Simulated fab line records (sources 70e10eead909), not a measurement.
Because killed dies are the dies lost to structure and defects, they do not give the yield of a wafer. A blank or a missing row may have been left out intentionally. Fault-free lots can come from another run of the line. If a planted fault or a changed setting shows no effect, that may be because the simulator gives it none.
fab line records | flow nandHarc
record lots=11 | wafers=33 | lastDay=33
route steps=1302 shown A_CHANNEL_FILL_D1@517 A_ONON_D2@566 A_CHANNEL_HOLE_D2@586
lots with no fault: from the same line, run without faults
startH: hours from the record's first day to the start of the lot's first wafer shown | waitH: time in hours since the lot's previous step | " as in the row above | L1.1+2: several wafers, shown together as one row | - either no value or no given start | * or withheld: withheld | < > ~ a bound
route shown NAME@n: NAME is a module with steps in the file, n the number in the route of the first one | usual: mean and standard deviation over wafers with no fault | same: alike in all rows | chamber/n: place in a boat | sites: readings site by site | _std_site: the standard deviation of these | _edge_site: outer sites' mean less inner sites' | radiusMm: how far each site lies from the wafer's centre | mask NAME#n: copy n | behind: the tool/chamber that last shaped the wafer | hold: reason for holding the lot/hours on hold/outcome of the hold | device: which transistor (n, p or np) failed to switch | end of line: the tests these same wafers got at the end of their route | a step with no rows: only its recipe | killed: dies that structure and defects cost at the first sort, which is not the same as the wafer's yield | map: the dies of a wafer, with x for killed, . for not killed, _ for no die there
set.NAME: the setting the step ran with; set.NAME@STEP: the setting that earlier step ran with | model.NAME: the simulator's own value behind a step, which no gauge read
route steps across a sampled set of lots; one table per step, one row per wafer
services: when a tool's chamber went out of use (startH, in hours from the record's first day, below 0 if earlier), for how many hours, and the reason
## steps
# step NHARC_A_CHANNEL_FILL_D1_INSPECT_13
# usual rawDefectCount=293/140
lot.wafer | tool             | chamber | startH | waitH | rawDefectCount
L281.2    | defectInspect-02 | -       | 254.56 | 0.0   | 669
L281.3    | "                | -       | "      | "     | 561
L281.6    | "                | -       | "      | "     | 620
L284.1    | defectInspect-01 | -       | 269.04 | 0.0   | 254
L284.4    | "                | -       | "      | "     | 209
L284.5    | "                | -       | "      | "     | 269
L282.2    | defectInspect-02 | -       | 269.04 | 0.0   | 246
L282.4    | "                | -       | "      | "     | 445
L282.6    | "                | -       | "      | "     | 259
L283.1    | defectInspect-02 | -       | 274.67 | 0.0   | 630
L283.5    | "                | -       | "      | "     | 475
L283.6    | "                | -       | "      | "     | 358
L288.1    | defectInspect-01 | -       | 305.95 | 0.0   | 657
L288.2    | "                | -       | "      | "     | 353
L288.3    | "                | -       | "      | "     | 168
L287.1    | defectInspect-01 | -       | 313.23 | 0.0   | 186
L287.3    | "                | -       | "      | "     | 238
L287.4    | "                | -       | "      | "     | 231
L293.2    | defectInspect-01 | -       | 382.44 | 0.0   | 197
L293.4    | "                | -       | "      | "     | 189
L293.5    | "                | -       | "      | "     | 247
L298.1    | defectInspect-02 | -       | 414.74 | 0.0   | 353
L298.2    | "                | -       | "      | "     | 241
L298.4    | "                | -       | "      | "     | 250
L300.3    | defectInspect-02 | -       | 443.37 | 0.0   | 587
L300.5    | "                | -       | "      | "     | 300
L300.6    | "                | -       | "      | "     | 768
L302.4    | defectInspect-02 | -       | 452.33 | 0.0   | 94
L302.5    | "                | -       | "      | "     | 99
L302.6    | "                | -       | "      | "     | 103
L303.1    | defectInspect-01 | -       | 472.84 | 0.0   | 123
L303.4    | "                | -       | "      | "     | 161
L303.6    | "                | -       | "      | "     | 184
# step NHARC_A_ONON_D2_DEP_33
# recipe targetThkA=2000 | tempC=400 | pressureTorr=6.5 | rfW=900 | teosFlowSccm=161.4 | flowSccm=2650 | targetThkNm=200 | gas=O2 | material=SiO2
# usual heaterPowerW=543/76 | mfcPrecursorSccm=161.4/0.43 | throttleValvePct=16.0/0.65
lot.wafer | tool     | chamber | startH | waitH | heaterPowerW | mfcPrecursorSccm | throttleValvePct
L281.3    | pecvd-03 | 0       | 300.38 | 0.1   | 545          | 161.8            | 15.0
L281.2    | "        | 1       | "      | "     | 479          | 162.1            | 15.9
L281.6    | "        | 2       | "      | "     | 555          | 161.4            | 15.9
L284.1    | pecvd-03 | 2       | 316.10 | 0.1   | 644          | 161.4            | 15.7
L284.5    | "        | 2       | "      | "     | 663          | 161.6            | 15.9
L284.4    | "        | 0       | "      | "     | 549          | 161.7            | 15.3
L282.2    | pecvd-02 | 1       | 316.20 | 0.1   | 607          | 161.5            | 16.4
L282.6    | "        | 1       | "      | "     | 594          | 161.4            | 16.3
L282.4    | "        | 2       | "      | "     | 625          | 161.6            | 16.4
L283.1    | pecvd-02 | 2       | 322.88 | 0.1   | 619          | 161.6            | 16.6
L283.6    | "        | 2       | "      | "     | 611          | 161.7            | 16.7
L283.5    | "        | 0       | "      | "     | 544          | 161.9            | 15.7
L288.2    | pecvd-03 | 1       | 357.11 | 0.1   | 613          | 161.1            | 15.9
L288.3    | "        | 2       | "      | "     | 631          | 161.4            | 15.8
L288.1    | "        | 0       | "      | "     | 616          | 161.9            | 15.1
L287.1    | pecvd-01 | 2       | 361.77 | 0.1   | 385          | 161.1            | 14.5
L287.3    | "        | 0       | "      | "     | 370          | 161.5            | 15.9
L287.4    | "        | 1       | "      | "     | 433          | 160.9            | 17.0
L293.2    | pecvd-03 | 0       | 430.50 | 0.1   | 631          | 203.0            | 15.7
L293.4    | "        | 0       | "      | "     | 652          | 203.7            | 15.9
L293.5    | "        | 1       | "      | "     | 565          | 203.3            | 16.6
L298.1    | pecvd-03 | 1       | 462.05 | 0.1   | 470          | 203.3            | 16.9
L298.2    | "        | 0       | "      | "     | 608          | 203.5            | 15.9
L298.4    | "        | 1       | "      | "     | 485          | 203.5            | 16.9
L300.3    | pecvd-02 | 1       | 488.93 | 0.1   | 594          | 161.0            | 16.2
L300.6    | "        | 1       | "      | "     | 594          | 161.5            | 16.4
L300.5    | "        | 0       | "      | "     | 592          | 161.3            | 15.8
L302.5    | pecvd-02 | 1       | 500.79 | 0.2   | 580          | 161.3            | 16.3
L302.6    | "        | 2       | "      | "     | 577          | 161.3            | 16.5
L302.4    | "        | 0       | "      | "     | 563          | 161.8            | 15.3
L303.1    | pecvd-01 | 2       | 522.53 | 0.1   | 458          | 160.4            | 15.0
L303.4    | "        | 2       | "      | "     | 467          | 161.6            | 14.6
L303.6    | "        | 1       | "      | "     | 524          | 161.4            | 16.8
# step NHARC_A_ONON_D2_THK_MEAS_34
# recipe thkMeasGauge=ellipsometry
# usual thkNm=200.1/2.4
lot.wafer | tool         | chamber | startH | waitH | thkNm
L281.2    | filmMetro-02 | -       | 300.78 | -     | 197.6
L281.3    | "            | -       | "      | "     | 198.0
L281.6    | "            | -       | "      | "     | 202.6
L284.1    | filmMetro-01 | -       | 316.47 | -     | 203.2
L284.4    | "            | -       | "      | "     | 204.5
L284.5    | "            | -       | "      | "     | 202.6
L282.2    | filmMetro-01 | -       | 316.61 | -     | 198.0
L282.4    | "            | -       | "      | "     | 202.5
L282.6    | "            | -       | "      | "     | 205.2
L283.1    | filmMetro-02 | -       | 323.25 | -     | 199.4
L283.5    | "            | -       | "      | "     | 203.7
L283.6    | "            | -       | "      | "     | 205.2
L288.1    | filmMetro-02 | -       | 357.54 | -     | 199.7
L288.2    | "            | -       | "      | "     | 196.7
L288.3    | "            | -       | "      | "     | 201.7
L287.1    | filmMetro-01 | -       | 362.18 | -     | 198.9
L287.3    | "            | -       | "      | "     | 194.8
L287.4    | "            | -       | "      | "     | 202.4
L293.2    | filmMetro-01 | -       | 430.91 | -     | 249.8
L293.4    | "            | -       | "      | "     | 252.6
L293.5    | "            | -       | "      | "     | 253.5
L298.1    | filmMetro-01 | -       | 462.49 | -     | 249.4
L298.2    | "            | -       | "      | "     | 251.4
L298.4    | "            | -       | "      | "     | 252.8
L300.3    | filmMetro-01 | -       | 489.35 | -     | 198.0
L300.5    | "            | -       | "      | "     | 201.2
L300.6    | "            | -       | "      | "     | 201.0
L302.4    | filmMetro-02 | -       | 501.07 | -     | 205.7
L302.5    | "            | -       | "      | "     | 206.2
L302.6    | "            | -       | "      | "     | 202.5
L303.1    | filmMetro-02 | -       | 522.98 | -     | 194.5
L303.4    | "            | -       | "      | "     | 195.6
L303.6    | "            | -       | "      | "     | 198.0
# step NHARC_A_CHANNEL_HOLE_D2_ETCH_38
# recipe targetDepthA=390 | overEtchFrac=0.3 | timeS=65 | ionEnergyEv=80 | cf4FlowSccm=150 | arFlowSccm=0 | rfW=300 | biasW=100 | chemistry=CF4
# usual drypumpMotorCurrentA=5.8/0.4 | oesProductAu=0.998/0.0081 | rfVppV=151.4/1.3 | showerheadPlenumPTorr=1.77/0.072 | throttleValvePct=13.284/0.0096
lot.wafer | tool       | chamber | startH | waitH | drypumpMotorCurrentA | oesProductAu | rfHoursCounterH | rfVppV | showerheadPlenumPTorr | throttleValvePct
L281.3    | rieDiel-12 | 2       | 303.85 | 0.1   | 5.7                  | 0.994        | 2.6             | 152.2  | 1.77                  | 13.281
L281.2    | "          | 3       | "      | "     | 5.7                  | 0.989        | 2.6             | 149.2  | 1.68                  | 13.289
L281.6    | "          | 3       | "      | "     | 5.6                  | 1.003        | -               | 150.6  | 1.68                  | 13.273
L284.1    | rieDiel-12 | 3       | 319.54 | 0.1   | 5.6                  | 0.987        | 3.7             | 151.2  | 1.68                  | 13.278
L284.4    | "          | 0       | "      | "     | 5.9                  | 0.989        | 1.4             | 150.0  | 1.66                  | 13.280
L284.5    | "          | 3       | "      | "     | 5.6                  | 0.994        | -               | 149.6  | 1.68                  | 13.299
L282.4    | rieDiel-05 | 3       | 319.72 | 0.1   | 6.0                  | 0.992        | 3.3             | 150.1  | 1.81                  | 13.300
L282.2    | "          | 0       | "      | "     | 6.1                  | 0.999        | 3.5             | 151.3  | 1.71                  | 13.291
L282.6    | "          | 2       | "      | "     | 5.6                  | 0.997        | -               | 149.6  | 1.74                  | 13.292
L283.1    | rieDiel-08 | 2       | 330.23 | 0.1   | 6.1                  | 1.009        | 5.2             | 151.2  | 1.82                  | 13.270
L283.6    | "          | 0       | "      | "     | 5.2                  | 1.001        | -               | 151.2  | 1.80                  | 13.269
L283.5    | "          | 1       | "      | "     | 6.4                  | 0.993        | -               | 150.8  | 1.73                  | 13.289
L288.2    | rieDiel-08 | 2       | 360.93 | 0.1   | 6.1                  | 1.001        | 7.0             | 151.4  | 1.82                  | 13.256
L288.3    | "          | 3       | "      | "     | 5.3                  | 0.992        | 6.7             | 151.1  | 1.76                  | 13.280
L288.1    | "          | 1       | "      | "     | 6.4                  | 1.006        | 7.6             | 151.3  | 1.73                  | 13.285
L287.1    | rieDiel-05 | 0       | 365.11 | 0.1   | 6.1                  | 0.998        | 6.3             | 151.4  | 1.71                  | 13.276
L287.4    | "          | 1       | "      | "     | 6.5                  | 1.005        | 5.8             | 152.8  | 1.88                  | 13.300
L287.3    | "          | 2       | "      | "     | 5.6                  | 0.991        | 5.9             | 149.8  | 1.74                  | 13.291
L293.4    | rieDiel-08 | 1       | 437.71 | 0.1   | 6.5                  | 0.998        | 2.3             | 151.1  | 1.73                  | 13.297
L293.2    | "          | 0       | "      | "     | 5.2                  | 1.009        | 2.3             | 152.3  | 1.80                  | 13.265
L293.5    | "          | 2       | "      | "     | 6.1                  | 0.999        | -               | 152.5  | 1.82                  | 13.291
L298.4    | rieDiel-05 | 3       | 465.55 | 0.1   | 5.9                  | 1.008        | 2.8             | 152.8  | 1.81                  | 13.292
L298.1    | "          | 1       | "      | "     | 6.5                  | 0.996        | 2.9             | 151.4  | 1.88                  | 13.286
L298.2    | "          | 2       | "      | "     | 5.6                  | 0.994        | 3.0             | 151.4  | 1.74                  | 13.294
L300.3    | rieDiel-08 | 2       | 498.56 | 0.1   | 6.1                  | 1.011        | 5.2             | 154.8  | 1.82                  | 13.281
L300.5    | "          | 1       | "      | "     | 6.4                  | 1.013        | -               | 150.5  | 1.73                  | 13.285
L300.6    | "          | 2       | "      | "     | 6.1                  | 1.014        | -               | 153.1  | 1.82                  | 13.285
L302.6    | rieDiel-08 | 0       | 504.63 | 0.2   | 5.2                  | 1.004        | -               | 152.5  | 1.80                  | 13.284
L302.4    | "          | 2       | "      | "     | 6.1                  | 0.990        | -               | 152.7  | 1.82                  | 13.287
L302.5    | "          | 3       | "      | "     | 5.3                  | 1.007        | -               | 151.1  | 1.76                  | 13.285
L303.4    | rieDiel-12 | 2       | 526.02 | 0.1   | 5.7                  | 1.005        | 3.7             | 152.2  | 1.77                  | 13.282
L303.1    | "          | 0       | "      | "     | 5.9                  | 1.005        | 3.2             | 150.5  | 1.66                  | 13.273
L303.6    | "          | 2       | "      | "     | 5.7                  | 1.008        | -               | 151.3  | 1.77                  | 13.288
# step NHARC_A_CHANNEL_HOLE_D2_ETCH_34
# recipe targetDepthA=1540 | timeS=77 | cf4FlowSccm=100 | chf3FlowSccm=30 | arFlowSccm=0 | rfW=500 | biasW=200 | chemistry=CF4/CHF3
# usual drypumpMotorCurrentA=5.8/0.39 | oesProductAu=0.952/0.02 | rfVppV=370.9/2.4 | showerheadPlenumPTorr=1.58/0.064 | throttleValvePct=16.802/0.0089
lot.wafer | tool       | chamber | startH | waitH | drypumpMotorCurrentA | oesProductAu | rfHoursCounterH | rfVppV | showerheadPlenumPTorr | throttleValvePct
L281.3    | rieDiel-12 | 1       | -      | -     | 5.5                  | 0.922        | 3.3             | 373.3  | 1.69                  | 16.784
L281.2    | "          | 3       | "      | "     | 5.6                  | 0.939        | 2.8             | 366.9  | 1.49                  | 16.810
L281.6    | "          | 2       | "      | "     | 5.8                  | 0.935        | -               | 370.0  | 1.57                  | 16.809
L284.1    | rieDiel-12 | 3       | -      | -     | 5.6                  | 0.958        | 3.9             | 369.0  | 1.49                  | 16.810
L284.4    | "          | 1       | "      | "     | 5.5                  | 0.967        | 4.3             | 374.0  | 1.69                  | 16.802
L284.5    | "          | 2       | "      | "     | 5.8                  | 0.970        | -               | 370.0  | 1.57                  | 16.800
L282.4    | rieDiel-05 | 1       | -      | -     | 6.4                  | 0.976        | 3.6             | 375.7  | 1.68                  | 16.812
L282.2    | "          | 2       | "      | "     | 5.6                  | 0.960        | 3.4             | 370.1  | 1.55                  | 16.800
L282.6    | "          | 2       | "      | "     | 5.6                  | 0.961        | -               | 369.9  | 1.55                  | 16.798
L283.1    | rieDiel-08 | 0       | -      | -     | 5.2                  | 0.976        | 5.9             | 370.9  | 1.61                  | 16.806
L283.5    | "          | 0       | "      | "     | 5.2                  | 0.983        | -               | 371.0  | 1.61                  | 16.804
L283.6    | "          | 1       | "      | "     | 6.4                  | 0.968        | -               | 369.4  | 1.54                  | 16.816
L288.2    | rieDiel-08 | 1       | -      | -     | 6.4                  | 0.926        | 7.9             | 370.8  | 1.54                  | 16.799
L288.3    | "          | 2       | "      | "     | 6.1                  | 0.924        | 7.2             | 372.7  | 1.62                  | 16.791
L288.1    | "          | 3       | "      | "     | 5.3                  | 0.919        | 6.9             | 370.7  | 1.57                  | 16.800
L287.3    | rieDiel-05 | 1       | -      | -     | 6.5                  | 0.967        | 6.0             | 375.6  | 1.68                  | 16.795
L287.4    | "          | 2       | "      | "     | 5.6                  | 0.968        | 6.1             | 369.9  | 1.55                  | 16.804
L287.1    | "          | 3       | "      | "     | 6.0                  | 0.964        | 6.6             | 372.7  | 1.61                  | 16.806
L293.4    | rieDiel-08 | 2       | -      | -     | 6.1                  | 0.975        | 2.5             | 371.4  | 1.62                  | 16.804
L293.2    | "          | 0       | "      | "     | 5.2                  | 0.957        | 2.5             | 370.4  | 1.60                  | 16.801
L293.5    | "          | 2       | "      | "     | 6.1                  | 0.964        | -               | 372.5  | 1.62                  | 16.812
L298.1    | rieDiel-05 | 1       | -      | -     | 6.5                  | 0.924        | 3.0             | 374.3  | 1.67                  | 16.800
L298.2    | "          | 2       | "      | "     | 5.6                  | 0.928        | 3.1             | 370.4  | 1.55                  | 16.812
L298.4    | "          | 3       | "      | "     | 6.0                  | 0.934        | 3.0             | 373.2  | 1.61                  | 16.790
L300.3    | rieDiel-08 | 3       | -      | -     | 5.3                  | 0.969        | 6.0             | 370.2  | 1.56                  | 16.790
L300.6    | "          | 1       | "      | "     | 6.5                  | 0.974        | -               | 367.5  | 1.54                  | 16.779
L300.5    | "          | 2       | "      | "     | 6.1                  | 0.970        | -               | 372.8  | 1.62                  | 16.791
L302.4    | rieDiel-08 | 2       | -      | -     | 6.1                  | 0.938        | -               | 372.8  | 1.62                  | 16.802
L302.5    | "          | 3       | "      | "     | 5.3                  | 0.928        | -               | 371.2  | 1.56                  | 16.808
L302.6    | "          | 0       | "      | "     | 5.1                  | 0.945        | -               | 370.4  | 1.60                  | 16.801
L303.1    | rieDiel-12 | 1       | -      | -     | 5.5                  | 0.993        | 3.7             | 373.7  | 1.68                  | 16.801
L303.4    | "          | 2       | "      | "     | 5.7                  | 0.955        | 3.9             | 370.4  | 1.57                  | 16.801
L303.6    | "          | 1       | "      | "     | 5.5                  | 0.973        | -               | 375.2  | 1.68                  | 16.809
## services
tool       | chamber | startH | hours | kind
rieDiel-12 | 0       | 285.37 | 20.3  | repair
rieDiel-05 | 1       | 320.73 | 5.1   | repair
rieDiel-05 | 2       | 322.31 | 4.4   | repair
rieDiel-12 | -       | 327.05 | 0.3   | repair
rieDiel-12 | -       | 335.17 | 0.2   | repair
rieDiel-08 | 0       | 355.88 | 5.6   | repair
rieDiel-08 | 2       | 364.09 | 1.8   | repair
rieDiel-12 | 2       | 365.52 | 11.9  | repair
pecvd-03   | -       | 366.40 | 13.0  | pm
rieDiel-08 | -       | 367.80 | 9.0   | pm
rieDiel-12 | 3       | 388.07 | 6.0   | repair
rieDiel-08 | 3       | 390.32 | 3.4   | repair
rieDiel-05 | -       | 406.60 | 9.0   | pm
rieDiel-12 | 0       | 413.60 | 1.9   | repair
pecvd-02   | -       | 431.69 | 13.0  | pm
rieDiel-12 | -       | 445.40 | 9.0   | pm
pecvd-02   | -       | 450.17 | 0.5   | repair
rieDiel-08 | 2       | 476.74 | 3.3   | repair
rieDiel-05 | 1       | 479.12 | 4.2   | repair
rieDiel-12 | 0       | 481.56 | 6.2   | repair
rieDiel-05 | 1       | 484.60 | 1.7   | repair
pecvd-02   | -       | 491.29 | 1.2   | repair
rieDiel-08 | 1       | 500.14 | 6.8   | repair
rieDiel-12 | 2       | 503.98 | 5.5   | repair
## key
firstSign step=NHARC_A_ONON_D2_DEP_33 | reading=mfcPrecursorSccm | direction=up | sigmas=98 | usual=161.4 | struck=203.4
effect step=NHARC_A_ONON_D2_THK_MEAS_34 | reading=thkNm | direction=up | sigmas=21 | usual=200.1 | struck=251.5
metAt NHARC_A_ONON_D2_DEP_33
struckLots L293,L298
testerLeftOut L293,L298
notActingAt NHARC_A_CHANNEL_FILL_D1_INSPECT_13,NHARC_A_CHANNEL_HOLE_D2_ETCH_38,NHARC_A_CHANNEL_HOLE_D2_ETCH_34
onsetBetween 357.11 430.50
fault kind=processParameterDrift | tool=pecvd-03 | chamber=- | onsetH=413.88 | steps=NHARC_A_ONON_D2_DEP_33 | channel=teosFlowSccm | offset=* | shape=step | endH=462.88 | actsIn=* | stated=*
# testerLeftOut: of these lots the tester's yield and bins aren't shown, on N5 and GAA mostly nor the transistor test; their killed dies are dies lost to structure and defects alone, not to doping, threshold or leakage, so they don't give the yield
